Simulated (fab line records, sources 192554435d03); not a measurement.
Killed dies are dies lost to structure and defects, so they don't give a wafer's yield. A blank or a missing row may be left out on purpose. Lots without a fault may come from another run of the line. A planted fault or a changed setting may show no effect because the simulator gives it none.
Problem report in the 8D (eight disciplines) form, filled by code | flow n5_finfet | the parts of the form that need people (team, actions taken, sign-off) are left out

1. THE PROBLEM
barrier_field_endpoint_s at N5_BEOL_M0_CMP_120 reads a mean of 2.61 s on 2 wafers of 2 lots; wafers without a fault read 3.66 s with a standard deviation of 0.12. That is -8.8 standard deviations from the usual mean.
The step: polishes, stops on SiOC, t overpolish 6.9 s.
First seen on wafer L573.5, day 8 12:25, on cmp-03. The record holds 27 wafers of 9 lots with a number at this step. Rule for "out", or "out of limits": more than 4 standard deviations from the usual mean. The other wafers with a number count as sound.

2. WHAT IT IS AND WHAT IT IS NOT
question                    | is                       | is not
which readings at this step | barrier_field_endpoint_s | motor_current_A
which lots                  | L573, L574               | L565, L567, L569, L577, L583, L585, L586
which wafers of those lots  | L573.5, L574.4           | L573.2, L573.6, L574.1, L574.5
read on which tools         | cmp-01, cmp-03           | cmp-04
when                        | from day 8 12:25         | up to then (11 sound wafers); but 14 sound wafers of L574, L577, L583, L585, L586 came after

3. SUSPECTS, AND WHAT RULES EACH OUT
Counting: a tool at a process step up to the reading stays a suspect if it ran every lot that is out. Sound lots after the first of them don't rule it out here, since some wafers of a struck lot are sound.
- ald_metal-03 at N5_BEOL_M0_ALD_136 (deposits TaN, pulse time 2 s, purge time 3 s, co reactant purge time 2 s): kept. It ran every lot that is out, first L573 (day 8 10:53); its last sound lot up to then is L569 (day 7 12:11).
- Within ald_metal-03 at N5_BEOL_M0_ALD_136: the wafers that are out ran in chamber 2; their sound lot-mates ran in chambers 0, 1, 3.
Left after counting: ald_metal-03 at N5_BEOL_M0_ALD_136.

4. THE CAUSE (what the simulator had put in)
Process parameter drift: ald_metal-03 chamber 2, from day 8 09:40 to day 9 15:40, at N5_BEOL_M0_ALD_136. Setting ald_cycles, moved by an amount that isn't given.
Counting left only this tool.

5. THE CHAIN OF EFFECTS, in route order
Each row: a reading whose mean over the struck wafers that have a number lies more than 3 standard deviations from the usual. Only readings for which the record gives a usual standard deviation are gone through. hours: the time from each lot's start at the first step in this table that gives one to its start at this step, as a median over the lots. sigmas: the change in usual standard deviations.
hours | step               | reading                  | usual  | on struck wafers | change | sigmas
0     | N5_BEOL_M0_CMP_120 | barrier_field_endpoint_s | 3.66 s | 2.61             | -1.05  | -8.8
The process steps in it:
- N5_BEOL_M0_CMP_120: polishes, stops on SiOC, t overpolish 6.9 s.
Later measuring or inspecting steps at which every struck wafer that the step has a row for has a number for every such reading, and none has moved that far: N5_BEOL_M4_RC_MEAS_101.

6. WHAT WOULD HAVE CAUGHT IT SOONER
In this record the first reading out of limits was taken at day 8 12:25, 3 hours after the fault began at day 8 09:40.
Of the tool readings at N5_BEOL_M0_ALD_136 for which the record gives a usual standard deviation, none was out on any struck wafer, so an alarm limit of 4 standard deviations on them would not have fired.
Of the lots that are out (2), L574 began N5_BEOL_M0_ALD_136 on ald_metal-03 after day 8 12:25. A hold on the tool at that time would have spared it.
